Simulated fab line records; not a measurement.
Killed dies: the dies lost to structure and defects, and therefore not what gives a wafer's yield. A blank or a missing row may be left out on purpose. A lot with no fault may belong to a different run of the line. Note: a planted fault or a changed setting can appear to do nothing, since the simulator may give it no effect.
Which tool did it? | flow nand_harc | 36 wafers from 12 lots sampled at 6 of the route's 1159 steps

== WHAT THE GAUGES SHOWED, per wafer ==
NHARC_P_ZERO_WELL_CD_MEAS_24: the cd target is 720 nm.
lot  | measured    | on        | cd_nm (nm)
L303 | day 1 14:29 | cd_sem-02 | 722.4 720.1 719.2
L305 | day 2 02:52 | cd_sem-02 | 722.4 721.1 718.5
L307 | day 2 14:28 | cd_sem-02 | 721.4 719.1 720.7
L308 | day 2 20:36 | cd_sem-01 | 718.7 721.2 722.3
L309 | day 3 02:28 | cd_sem-01 | 718.5 720.2 717.3
L310 | day 3 08:21 | cd_sem-03 | 634.7 638.0 637.6
L314 | day 4 08:36 | cd_sem-03 | 715.0 717.1 717.9
L319 | day 5 14:35 | cd_sem-03 | 723.9 719.3 719.3
L320 | day 5 20:35 | cd_sem-02 | 724.2 723.0 719.4
L321 | day 6 02:27 | cd_sem-01 | 721.9 721.0 715.4
L323 | day 6 14:36 | cd_sem-03 | 720.2 721.2 721.4
L324 | day 6 20:28 | cd_sem-02 | 720.4 714.7 718.9

NHARC_P_STI_OCD_MEAS_43.
lot  | measured    | on     | trench_depth_nm (nm) | trench_foot_cd_nm (nm)
L303 | day 2 08:55 | ocd-02 | 296 288 296          | 156 156 160
L305 | day 2 21:05 | ocd-01 | 298 306 301          | 156 156 158
L307 | day 3 13:32 | ocd-02 | 309 294 298          | 156 161 160
L308 | day 3 18:20 | ocd-02 | 293 297 293          | 163 166 170
L309 | day 3 23:56 | ocd-02 | 310 302 302          | 160 158 160
L310 | day 4 07:52 | ocd-01 | 298 304 304          | 155 154 159
L314 | day 5 10:10 | ocd-02 | 306 305 297          | 159 162 158
L319 | day 6 15:10 | ocd-01 | 303 304 288          | 160 160 161
L320 | day 6 15:01 | ocd-02 | 306 296 305          | 157 155 155
L321 | day 7 00:11 | ocd-02 | 297 303 298          | 155 158 154
L323 | day 7 12:20 | ocd-02 | 298 297 298          | 154 155 158
L324 | day 7 18:02 | ocd-01 | 290 301 301          | 159 156 156

NHARC_END_SORT_01.
lot  | measured     | on        | killed_at_array | killed_at_other | killed_at_periphery | killed_dies | killed_open | killed_short
L310 | day 21 04:43 | prober-02 | 44 49 42        | 2 2 2           | 18 22 28            | 64 73 72    | 6 4 7       | 2 3 1

== WHICH TOOL RAN EACH LOT (tool, then ch and the chambers of the sampled wafers, then the start) ==
lot  | NHARC_P_ZERO_WELL_EXPOSE_21      | NHARC_P_STI_CMP_21           | NHARC_P_GATE_DESCUM_48
L303 | krf_scanner-01 ch 0, day 1 14:20 | cmp-02 ch 0,2,3, day 3 08:50 | rie_diel-11 ch 0,1, day 5 05:29
L305 | krf_scanner-01 ch 0, day 2 02:42 | cmp-03 ch 0,2, day 3 15:12   | rie_diel-08 ch 0,1, day 5 11:49
L307 | krf_scanner-01 ch 0, day 2 14:19 | cmp-03 ch 1,2, day 4 09:56   | rie_diel-11 ch 0,3, day 6 10:09
L308 | krf_scanner-03 ch 0, day 2 20:26 | cmp-03 ch 0,1,2, day 4 10:08 | rie_diel-11 ch 0,1,3, day 6 10:16
L309 | krf_scanner-03 ch 0, day 3 02:19 | cmp-02 ch 1,2,3, day 4 21:47 | rie_diel-11 ch 0,1,2, day 6 20:44
L310 | krf_scanner-03 ch 0, day 3 08:12 | cmp-03 ch 0,1,2, day 5 05:35 | rie_diel-11 ch 2,3, day 7 03:42
L314 | krf_scanner-03 ch 0, day 4 08:26 | cmp-02 ch 0,2,3, day 6 13:07 | rie_diel-08 ch 0,1,3, day 8 08:31
L319 | krf_scanner-03 ch 0, day 5 14:26 | cmp-03 ch 0,1,3, day 7 09:34 | rie_diel-11 ch 0,1,2, day 9 10:02
L320 | krf_scanner-04 ch 0, day 5 20:26 | cmp-02 ch 0,1,3, day 7 09:35 | rie_diel-11 ch 0,1,2, day 9 10:13
L321 | krf_scanner-04 ch 0, day 6 02:18 | cmp-01 ch 0,1, day 7 18:19   | rie_diel-08 ch 0,1, day 9 19:34
L323 | krf_scanner-01 ch 0, day 6 14:26 | cmp-01 ch 0,3, day 8 03:56   | rie_diel-01 ch 0,2,3, day 10 00:31
L324 | krf_scanner-01 ch 0, day 6 20:19 | cmp-02 ch 1,3, day 8 15:02   | rie_diel-11 ch 0,2,3, day 10 12:59
- NHARC_P_ZERO_WELL_EXPOSE_21: exposes mask P NWELL, target cd 720 nm.
- NHARC_P_STI_CMP_21: polishes, t overpolish 20 s, target thk 380.67 nm.
- NHARC_P_GATE_DESCUM_48: chemistry O2, time 3 s.

== WHAT THE TOOLS THEMSELVES READ (means of the sampled wafers that have a number; where no wafer has one, the mark that the record gives instead) ==
NHARC_P_ZERO_WELL_EXPOSE_21.
lot  | tool           | focus_offset_nm (nm)
L303 | krf_scanner-01 | 0.5
L305 | krf_scanner-01 | -0.2
L307 | krf_scanner-01 | -0.1
L308 | krf_scanner-03 | 0.3
L309 | krf_scanner-03 | 0.5
L310 | krf_scanner-03 | -1.0
L314 | krf_scanner-03 | -0.7
L319 | krf_scanner-03 | 0.3
L320 | krf_scanner-04 | -0.7
L321 | krf_scanner-04 | 0.6
L323 | krf_scanner-01 | -0.5
L324 | krf_scanner-01 | -0.4

NHARC_P_STI_CMP_21.
lot  | tool   | motor_current_A (A) | overpolish_run_s (s)
L303 | cmp-02 | 11.5                | 20.012
L305 | cmp-03 | 12.2                | 20.006
L307 | cmp-03 | 11.9                | 20.001
L308 | cmp-03 | 12.0                | 20.004
L309 | cmp-02 | 12.0                | 19.996
L310 | cmp-03 | 12.7                | 20.007
L314 | cmp-02 | 11.3                | 19.997
L319 | cmp-03 | 12.5                | 20.001
L320 | cmp-02 | 12.2                | 20.011
L321 | cmp-01 | 12.6                | 19.992
L323 | cmp-01 | 9.5                 | 19.993
L324 | cmp-02 | 12.2                | 20.000

NHARC_P_GATE_DESCUM_48.
lot  | tool        | chamber_pressure_mTorr (mTorr) | drypump_motor_current_A (A) | oes_product_au (a.u.) | rf_vpp_V (V) | showerhead_plenum_p_Torr (Torr) | throttle_valve_pct (%)
L303 | rie_diel-11 | 60.02                          | 5.67                        | 0.984                 | 57.7         | 1.94                            | 11.308
L305 | rie_diel-08 | 60.05                          | 5.70                        | 1.014                 | 57.7         | 1.93                            | 11.307
L307 | rie_diel-11 | 60.01                          | 5.56                        | 0.990                 | 58.6         | 2.03                            | 11.314
L308 | rie_diel-11 | 59.99                          | 5.68                        | 0.992                 | 57.8         | 1.98                            | 11.314
L309 | rie_diel-11 | 60.02                          | 5.60                        | 0.995                 | 58.1         | 1.92                            | 11.306
L310 | rie_diel-11 | 60.02                          | 5.77                        | 0.999                 | 57.4         | 1.95                            | 11.306
L314 | rie_diel-08 | 59.96                          | 5.83                        | 0.998                 | 57.7         | 1.92                            | 11.310
L319 | rie_diel-11 | 60.02                          | 5.62                        | 0.994                 | 58.1         | 1.92                            | 11.306
L320 | rie_diel-11 | 60.00                          | 5.62                        | 0.999                 | 58.3         | 1.92                            | 11.305
L321 | rie_diel-08 | 60.05                          | 5.81                        | 1.002                 | 56.9         | 1.96                            | 11.306
L323 | rie_diel-01 | 59.99                          | 5.77                        | 1.006                 | 58.5         | 1.98                            | 11.301
L324 | rie_diel-11 | 60.01                          | 5.62                        | 0.998                 | 58.1         | 1.96                            | 11.312

== THE ANSWER, worked out from the rows above alone ==
Rule: what is usual is taken from the lots themselves. Put in order of their means at a reading, lots are off if they are a third of the lots or fewer, leave a main group of 4 or more, and stand apart from it by a gap of 3 or more times the standard deviation of the main group's means; of several such gaps the widest counts. A main group is skipped when, at the precision printed for the reading in the tables above, its means are all equal. Also off: a lot with no number at a reading for which 4 or more lots have one. All remaining lots with rows at the step are treated as sound. Order of review: gauges by route order, followed by the tools' own readings, for which a lot's mean as printed above is used. The first step at which some lot is off is used, and at that step the reading that is off furthest; a lot without a number counts as furthest.
Off: L310 (NHARC_P_ZERO_WELL_CD_MEAS_24, cd_nm). Main group: mean 719.9 nm, sd 1.5.
If a tool, at a process step before that reading, ran all the lots that are off and no sound lot after the first of them, it fits. Gauges at NHARC_P_ZERO_WELL_CD_MEAS_24: tried the same way as those tools. Of those tried, none fits.

== WHAT HAD BEEN PUT IN BY THE SIMULATOR ==
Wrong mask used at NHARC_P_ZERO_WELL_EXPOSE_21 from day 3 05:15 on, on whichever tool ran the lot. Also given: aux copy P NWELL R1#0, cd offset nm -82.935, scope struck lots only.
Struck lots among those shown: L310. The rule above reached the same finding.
